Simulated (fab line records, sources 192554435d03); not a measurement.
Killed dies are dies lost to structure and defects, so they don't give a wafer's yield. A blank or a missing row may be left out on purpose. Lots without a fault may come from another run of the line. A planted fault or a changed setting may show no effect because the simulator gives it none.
A struck lot beside a sound one | flow n5_finfet | 38 steps out of a route of 1938
Sound: wafers L602.2, L602.3, L602.4. Struck: wafers L607.3, L607.5, L607.6. The cause comes at the end.
At each step with rows: each side's tool, then ch and its chambers, then its first start. Under that, the readings that differ: sound wafers | struck wafers | difference of the means | sigmas: that difference in standard deviations of wafers without a fault.
alike: readings whose means differ by less than 2 such deviations, and words and numbers that are the same on both sides. not compared: withheld readings, readings that some wafer has no value for, bounds like >300 that may hide the same value, and numbers for which the record gives no deviation and whose values overlap.
The two part at a step that has a row with sigmas, a row that says differs or no value, or rows on one side only. Numbers that don't overlap but have no deviation are shown without sigmas and don't part them. A reading that every wafer of one side lacks parts them only if that side has two wafers or more.

first, 8 steps without rows for these wafers: N5_BEOL_M0_ECD_118 (material Cu, target thk 300 nm); N5_BEOL_M0_ANNEAL_119 (time 90 s); N5_BEOL_M0_CMP_120 (polishes, stops on SiOC, t overpolish 6.9 s); N5_BEOL_M0_PRE_CLEAN_131 (time 15 s); N5_BEOL_M0_CO_CAP_123 (material Co, precursor CCTBA/H2, target thk 2 nm, time 102.1 s); N5_BEOL_M0_PRE_CLEAN_124 (time 15 s); N5_BEOL_M0_DEP_125 (deposits SiCN from 3MS/NH3, target thk 8 nm, time 14 s); N5_BEOL_M1_ILD_DEP_00 (deposits SiOC from DEMS/O2, target thk 79 nm, time 15.3 s).
N5_BEOL_M1_PECVD_72: deposits SiO2 from TEOS/O2, target thk 16 nm, time 18 s.
  sound on pecvd-04 ch 0,1, day 7 02:21; struck on pecvd-04 ch 0,1,2, day 7 18:29
  reading                                    | sound                | struck               | difference | sigmas
  heater_power_w (W)                         | 686 854 699          | 1054 813 984         | +204       | +2
  susceptor_temp_C (C)                       | 400.11 399.61 400.40 | 432.60 432.28 432.50 | +32.42     | +99 or more
  model.SiO2_of_BEOL_M1_PECVD_72.thk_nm (nm) | 15.8 15.8 16         | 12.4 12.8 12.8       | -3.2       |
  alike: showerhead_plenum_p_Torr, throttle_valve_pct
then, 25 steps without rows for these wafers: N5_BEOL_M1_HM_DEP_02 (deposits TiN, target thk 20 nm); N5_BEOL_M1_COAT_61 (time 60 s, resist thk 60 nm); N5_BEOL_M1_COAT_62 (time 60 s, resist thk 12 nm); N5_BEOL_M1_COAT_73 (time 60 s, resist thk 5 nm); N5_BEOL_M1_COAT_05 (resist thk 30 nm); N5_BEOL_M1_EBR_07; N5_BEOL_M1_SOFTBAKE_06 (time 60 s); N5_BEOL_M1_EXPOSE_08 (exposes mask M1); N5_BEOL_M1_PEB_09 (peb time 60 s); N5_BEOL_M1_DEVELOP_10 (develop time 30 s); N5_BEOL_M1_DESCUM_16 (chemistry O2, time 7 s); N5_BEOL_M1_ETCH_74 (etches underlayer in N2/H2, target depth 6.5 nm, time 5.2 s); N5_BEOL_M1_ETCH_63 (etches SiARC in CF4, target depth 15.6 nm, time 26 s); N5_BEOL_M1_ETCH_64 (etches SOC in N2/H2, target depth 75 nm, overetch 15 nm, time 112.5 s); N5_BEOL_M1_STRIP_65 (strips in N2/H2); N5_BEOL_M1_STRIP_75 (strips in N2/H2); N5_BEOL_M1_STRIP_66 (strips in CF4); N5_BEOL_M1_HM_OPEN_17 (chemistry Cl2/BCl3, target TiN, target depth 20 nm, overetch 6 nm); N5_BEOL_M1_STRIP_19 (strips in O2); N5_BEOL_M1_COAT_67 (time 60 s, resist thk 60 nm); N5_BEOL_M1_COAT_68 (time 60 s, resist thk 12 nm); N5_BEOL_M1_COAT_76 (time 60 s, resist thk 5 nm); N5_BEOL_M1_COAT_22 (resist thk 30 nm); N5_BEOL_M1_EBR_24; N5_BEOL_M1_SOFTBAKE_23 (time 60 s).
N5_BEOL_M1_HM_STRIP_39: strips TiN in peroxide tin strip, target depth 25 nm, time 158 s.
  sound on wet_bench-01 ch 1,2,7, day 7 15:46; struck on wet_bench-05 ch 1,3,7, day 9 00:53
  reading                                    | sound        | struck         | difference | sigmas
  model.SiO2_of_BEOL_M1_PECVD_72.thk_nm (nm) | 15.6 15.8 16 | 12.2 12.6 12.6 | -3.3       |
N5_BEOL_M1_CMP_52: polishes, stops on SiOC, t overpolish 6.8 s, target thk 40 nm.
  sound on cmp-02 ch 0,1,2, day 7 18:56; struck on cmp-02 ch 0,1,2, day 9 04:07
  reading                      | sound          | struck         | difference | sigmas
  barrier_field_endpoint_s (s) | 25.7 25.0 24.4 | 20.3 21.3 21.1 | -4.1       | -6
  alike: edge_zone_pressure_frac, motor_current_A
  not compared: pad_life_wafers
-- the record jumps here: 2 days lie between the struck wafers' starts before and after (it left off in module BEOL_M1 and takes up again in module BEOL_M4, whose first step shown is number 1111 of the route) --
N5_BEOL_M4_RC_MEAS_101:
  sound on prober-02 ch 0, day 10 23:16; struck on prober-02 ch 0, day 11 07:48
  alike: DIBL_N, DIBL_P, IOFF_N, IOFF_P, ION_N, ION_P, SS_N, SS_P, VT_N, VT_P
N5_PASSIVATION_PROBE_49:
  the record has rows for the sound wafers here (prober-02, day 15 13:47) and none for the struck ones

WHERE THEY PART
First at N5_BEOL_M1_PECVD_72; last, within this record, at N5_PASSIVATION_PROBE_49.

WHY: what the simulator had put in
Process parameter drift: pecvd-04, from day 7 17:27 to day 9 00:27, at N5_BEOL_M1_PECVD_72. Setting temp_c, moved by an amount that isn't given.
